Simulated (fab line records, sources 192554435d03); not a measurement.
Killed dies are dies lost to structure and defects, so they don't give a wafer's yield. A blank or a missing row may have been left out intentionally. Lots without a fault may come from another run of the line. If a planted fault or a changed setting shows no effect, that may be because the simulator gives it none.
Problem report in the 8D (eight disciplines) form, filled by code || flow n5_finfet || the parts of the form that need people (team, actions taken, sign-off) are left out

== 1. WHAT WENT WRONG ==
Mean of oes_product_au at N5_BEOL_M0_SAQP_HM_OPEN_112: 0.28 a.u. across 4 wafers in 3 lots; on wafers with no fault it is 0.49 a.u. (standard deviation 0.039). That is -5.3 standard deviations from the usual mean.
The step: chemistry CHF3/O2, target SiO2, stops on a-Si, target depth 12 nm, time 13.5 s.
Seen first at day 10 00:17 on rie_diel-04, wafer L144.2. Wafers with a number at this step in the record: 19, from 7 lots. Rule for "out" (also "out of limits"): further than 4 standard deviations from the usual mean. The rest of the wafers with a number are treated as sound.

== 2. WHAT IT IS; WHAT IT IS NOT ==
{"question": "which readings at this step", "is": "oes_product_au", "is not": "drypump_motor_current_A, oes_ar_750_au, rf_vpp_V, throttle_valve_pct"}
{"question": "which lots", "is": "L144, L145, L146", "is not": "L133, L135, L136, L148"}
{"question": "which wafers of those lots", "is": "L144.2, L145.2, L145.3, L146.3", "is not": "L144.5, L146.4, L146.6"}
{"question": "read on which tools", "is": "rie_diel-04", "is not": "rie_diel-02, rie_diel-03"}
{"question": "when", "is": "from day 10 00:17", "is not": "up to then (10 sound wafers); but 5 sound wafers of L146, L148 came after"}

== 3. SUSPECTS, AND WHAT RULES EACH OUT ==
Counting: any tool at a process step up to the reading remains a suspect provided it ran every lot that is out. Sound lots after the first of them don't rule it out here, since some wafers of a struck lot are sound.
- rie_diel-04 at N5_BEOL_M0_SAQP_ETCH_84 (etches SOC in N2/H2, target depth 100 nm, overetch 20 nm, time 150 s): kept. Ran every lot that is out, first one L144 (day 10 00:11); last sound lot up to then L135 (day 7 18:28).
- rie_diel-04 at N5_BEOL_M0_SAQP_HM_OPEN_112 (chemistry CHF3/O2, target SiO2, stops on a-Si, target depth 12 nm, time 13.5 s): kept. Ran every lot that is out, first one L144 (day 10 00:17); last sound lot up to then L135 (day 7 18:34). On those wafers its own readings are out: oes_product_au.
The count leaves rie_diel-04 at N5_BEOL_M0_SAQP_HM_OPEN_112 and rie_diel-04 at N5_BEOL_M0_SAQP_ETCH_84.

== 4. THE CAUSE (what the simulator had put in) ==
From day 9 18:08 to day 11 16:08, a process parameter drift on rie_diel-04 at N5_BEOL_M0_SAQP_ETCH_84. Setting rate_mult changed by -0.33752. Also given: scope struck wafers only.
After counting, 2 suspects remain, this tool included.

== 5. THE EFFECT CHAIN, in route order ==
One row per reading whose mean, taken over the struck wafers that have a number, lies over 3 standard deviations from the usual. Only readings for which the record gives a usual standard deviation are gone through. hours: the time from each lot's start at the first step in this table that gives one to its start at this step, as a median over the lots. sigmas: the change in usual standard deviations.
{"hours": 0, "step": "N5_BEOL_M0_SAQP_HM_OPEN_112", "reading": "oes_product_au", "usual": "0.49 a.u.", "on struck wafers": 0.28, "change": -0.21, "sigmas": -5.3}
{"hours": 0, "step": "N5_BEOL_M0_SAQP_MANDREL_ETCH_20", "reading": "oes_product_au", "usual": "0.771 a.u.", "on struck wafers": 0.325, "change": -0.446, "sigmas": -34}
{"hours": 179, "step": "N5_PASSIVATION_PROBE_49", "reading": "defect_limited_yield", "usual": "91.4 %", "on struck wafers": 0.0, "change": -91.4, "sigmas": -65}
{"hours": 179, "step": "N5_PASSIVATION_PROBE_49", "reading": "killed_at_M0_to_M3", "usual": 33, "on struck wafers": 1107, "change": "+1074", "sigmas": "+98"}
{"hours": 179, "step": "N5_PASSIVATION_PROBE_49", "reading": "killed_dies", "usual": 102, "on struck wafers": 1180, "change": "+1078", "sigmas": "+63"}
{"hours": 179, "step": "N5_PASSIVATION_PROBE_49", "reading": "killed_on_rim", "usual": 14, "on struck wafers": 152, "change": "+138", "sigmas": "+33"}
{"hours": 179, "step": "N5_PASSIVATION_PROBE_49", "reading": "sort_bin_5_function", "usual": "5.1 %", "on struck wafers": 96.5, "change": "+91.5", "sigmas": "+93"}
{"hours": 179, "step": "N5_PASSIVATION_PROBE_49", "reading": "sort_n_pass", "usual": 1077, "on struck wafers": 0, "change": -1077, "sigmas": -51}
{"hours": 179, "step": "N5_PASSIVATION_PROBE_49", "reading": "sort_yield_pct", "usual": "91.3 %", "on struck wafers": 0.0, "change": -91.3, "sigmas": -54}
It contains these process steps:
- N5_BEOL_M0_SAQP_HM_OPEN_112: chemistry CHF3/O2, target SiO2, stops on a-Si, target depth 12 nm, time 13.5 s.
- N5_BEOL_M0_SAQP_MANDREL_ETCH_20: etches a-Si in HBr/Cl2, stops on SiNx, target depth 60 nm, bt time 10 s, time 30 s.
- N5_PASSIVATION_PROBE_49
Readings that are blank on the struck wafers while sound wafers have them: cd_nm at N5_BEOL_M0_SAQP_CD_MEAS_25; cd_nm at N5_BEOL_M0_SAQP_CD_MEAS_29.

== 6. HOW IT WOULD HAVE BEEN CAUGHT EARLIER ==
The fault began at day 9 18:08; the first out-of-limits reading in this record came at day 10 00:17, 6 hours later.
Of the tool readings at N5_BEOL_M0_SAQP_ETCH_84 for which the record gives a usual standard deviation, none was out on any struck wafer, so an alarm limit of 4 standard deviations on them would not have fired.
Among the 3 lots that are out, L145, L146 began N5_BEOL_M0_SAQP_ETCH_84 on rie_diel-04 after day 10 00:17. A hold on the tool at that time would have spared those 2.
